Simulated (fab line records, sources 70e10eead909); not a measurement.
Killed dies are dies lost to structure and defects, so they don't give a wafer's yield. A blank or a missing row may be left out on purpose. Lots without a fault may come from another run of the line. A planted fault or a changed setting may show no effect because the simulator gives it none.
Tool commonality check | flow nand_harc | 11 lots, 33 wafers sampled

WHY IT WAS OPENED
At NHARC_A_M0_CD_MEAS_09 the reading cd_nm is flagged on 2 of 11 lots. Wafers without a fault read 80.0 nm, standard deviation 0.7.
Rule: a lot is flagged when every wafer of it that has a number lies more than 4 standard deviations from that mean, or none has a number. The other lots count as sound.

lot  | measured     | on        | cd_nm (nm), wafer by wafer | flag
L337 | day 18 00:35 | cd_sem-03 | 80.1 79.7 81.0             |
L338 | day 18 03:21 | cd_sem-03 | 78.5 79.6 78.9             |
L339 | day 18 07:01 | cd_sem-02 | 80.8 79.3 80.2             |
L342 | day 19 01:09 | cd_sem-01 | 78.6 80.9 80.1             |
L341 | day 19 04:37 | cd_sem-01 | 80.2 81.0 80.5             |
L347 | day 20 04:34 | cd_sem-01 | 81.5 80.3 81.0             |
L348 | day 20 19:18 | cd_sem-01 | 80.3 79.3 80.6             |
L349 | day 21 14:29 | cd_sem-02 | 80.4 79.5 80.3             |
L354 | day 22 09:05 | cd_sem-01 | 79.0 79.3 79.7             |
L351 | day 22 09:15 | cd_sem-01 | 73.0 75.4 73.7             | FLAGGED
L356 | day 22 17:19 | cd_sem-03 | 76.8 75.8 75.9             | FLAGGED
The numbers of the flagged lots are 75.1 nm on average: -4.9 nm against the usual, or -7 standard deviations.

WHICH TOOL RAN EACH LOT
The record holds 4 process steps before the reading, out of a route of 1159 steps. In each cell: the tool, then ch and the chambers that the sampled wafers went through, then the start.
lot  | flag    | NHARC_A_CONTACT_STRIP_26                      | NHARC_A_BLC_ETCH_18                           | NHARC_A_BLC_CVD_24                       | NHARC_A_M0_EXPOSE_06
L337 |         | rie_diel-07 ch 1,2,3, day 18 00:27 or earlier | rie_diel-08 ch 1,3, day 18 00:27 or earlier   | cvd_w-01 ch 0,1, day 18 00:27 or earlier | arfi_scanner-01 ch 0, day 18 00:27
L338 |         | rie_diel-10 ch 0,2,3, day 18 03:13 or earlier | rie_diel-08 ch 0,1,2, day 18 03:13 or earlier | cvd_w-02 ch 0,1, day 18 03:13 or earlier | arfi_scanner-01 ch 0, day 18 03:13
L339 |         | rie_diel-07 ch 0,2,3, day 18 06:53 or earlier | rie_diel-03 ch 0,2, day 18 06:53 or earlier   | cvd_w-01 ch 0,1, day 18 06:53 or earlier | arfi_scanner-02 ch 0, day 18 06:53
L342 |         | rie_diel-10 ch 0,2,3, day 19 01:00 or earlier | rie_diel-08 ch 0,1,3, day 19 01:00 or earlier | cvd_w-01 ch 0,1, day 19 01:00 or earlier | arfi_scanner-02 ch 0, day 19 01:00
L341 |         | rie_diel-09 ch 0,3, day 19 04:28 or earlier   | rie_diel-08 ch 1,2,3, day 19 04:28 or earlier | cvd_w-01 ch 1, day 19 04:28 or earlier   | arfi_scanner-01 ch 0, day 19 04:28
L347 |         | rie_diel-09 ch 1,2,3, day 20 04:26 or earlier | rie_diel-03 ch 0,2,3, day 20 04:26 or earlier | cvd_w-02 ch 0,1, day 20 04:26 or earlier | arfi_scanner-01 ch 0, day 20 04:26
L348 |         | rie_diel-09 ch 0,2,3, day 20 19:10 or earlier | rie_diel-03 ch 0,1,3, day 20 19:10 or earlier | cvd_w-02 ch 0,1, day 20 19:10 or earlier | arfi_scanner-02 ch 0, day 20 19:10
L349 |         | rie_diel-07 ch 1,2, day 21 14:21 or earlier   | rie_diel-08 ch 0,2, day 21 14:21 or earlier   | cvd_w-01 ch 0,1, day 21 14:21 or earlier | arfi_scanner-02 ch 0, day 21 14:21
L354 |         | rie_diel-07 ch 0,3, day 22 08:57 or earlier   | rie_diel-03 ch 0,1,3, day 22 08:57 or earlier | cvd_w-01 ch 0,1, day 22 08:57 or earlier | arfi_scanner-03 ch 0, day 22 08:57
L351 | FLAGGED | rie_diel-10 ch 1,2, day 22 09:07 or earlier   | rie_diel-01 ch 0,2, day 22 09:07 or earlier   | cvd_w-02 ch 0,1, day 22 09:07 or earlier | arfi_scanner-02 ch 0, day 22 09:07
L356 | FLAGGED | rie_diel-07 ch 1,2,3, day 22 17:11 or earlier | rie_diel-03 ch 1,3, day 22 17:11 or earlier   | cvd_w-01 ch 0,1, day 22 17:11 or earlier | arfi_scanner-02 ch 0, day 22 17:11
What these steps do:
- NHARC_A_CONTACT_STRIP_26: strips in O2.
- NHARC_A_BLC_ETCH_18: etches the open film in C4F8/O2/Ar, target depth 910 nm.
- NHARC_A_BLC_CVD_24: deposits W, target thk 150 nm, time 434 s.
- NHARC_A_M0_EXPOSE_06: exposes mask A M0, target cd 80 nm.
- NHARC_A_M0_CD_MEAS_09: target cd 80 nm.

FLAGGED OVER TOTAL, TOOL BY TOOL (the gauges that took the reading come last)
step                     | tool            | lots run | flagged | share of the flagged lots | sound lots run after its first flagged lot
NHARC_A_CONTACT_STRIP_26 | rie_diel-07     | 5        | 1       | some                      | 0
NHARC_A_CONTACT_STRIP_26 | rie_diel-09     | 3        | 0       | none                      | -
NHARC_A_CONTACT_STRIP_26 | rie_diel-10     | 3        | 1       | some                      | 0
NHARC_A_BLC_ETCH_18      | rie_diel-01     | 1        | 1       | some                      | 0
NHARC_A_BLC_ETCH_18      | rie_diel-03     | 5        | 1       | some                      | 0
NHARC_A_BLC_ETCH_18      | rie_diel-08     | 5        | 0       | none                      | -
NHARC_A_BLC_CVD_24       | cvd_w-01        | 7        | 1       | some                      | 0
NHARC_A_BLC_CVD_24       | cvd_w-02        | 4        | 1       | some                      | 0
NHARC_A_M0_EXPOSE_06     | arfi_scanner-01 | 4        | 0       | none                      | -
NHARC_A_M0_EXPOSE_06     | arfi_scanner-02 | 6        | 2       | all                       | 0
NHARC_A_M0_EXPOSE_06     | arfi_scanner-03 | 1        | 0       | none                      | -
NHARC_A_M0_CD_MEAS_09    | cd_sem-01       | 6        | 1       | some                      | 0
NHARC_A_M0_CD_MEAS_09    | cd_sem-02       | 2        | 0       | none                      | -
NHARC_A_M0_CD_MEAS_09    | cd_sem-03       | 3        | 1       | some                      | 0
NHARC_A_CONTACT_STRIP_26 gives no start for some lots, so the hours and the order of its lots are those of NHARC_A_M0_EXPOSE_06. NHARC_A_BLC_ETCH_18 gives no start for some lots, so the hours and the order of its lots are those of NHARC_A_M0_EXPOSE_06. NHARC_A_BLC_CVD_24 gives no start for some lots, so the hours and the order of its lots are those of NHARC_A_M0_EXPOSE_06.

WHAT THE TABLE ALLOWS
1 row of the table ran every flagged lot: arfi_scanner-02 at NHARC_A_M0_EXPOSE_06.
- arfi_scanner-02 at NHARC_A_M0_EXPOSE_06: 2 of its 6 lots flagged. Its last sound lot is L349 (day 21 14:21), its first flagged lot L351 (day 22 09:07): a fault that began between those two fits. Its own readings lie more than 4 standard deviations out on every wafer of the flagged lots: exposure_dose_mJ_cm2.
One tool is left: arfi_scanner-02 at NHARC_A_M0_EXPOSE_06.

WHAT THE SIMULATOR HAD PUT IN
Process parameter drift: arfi_scanner-02, from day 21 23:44 on, at NHARC_A_M0_EXPOSE_06. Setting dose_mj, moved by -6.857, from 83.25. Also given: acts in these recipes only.
Lots struck among those shown: L351, L356. The rule above found the same.
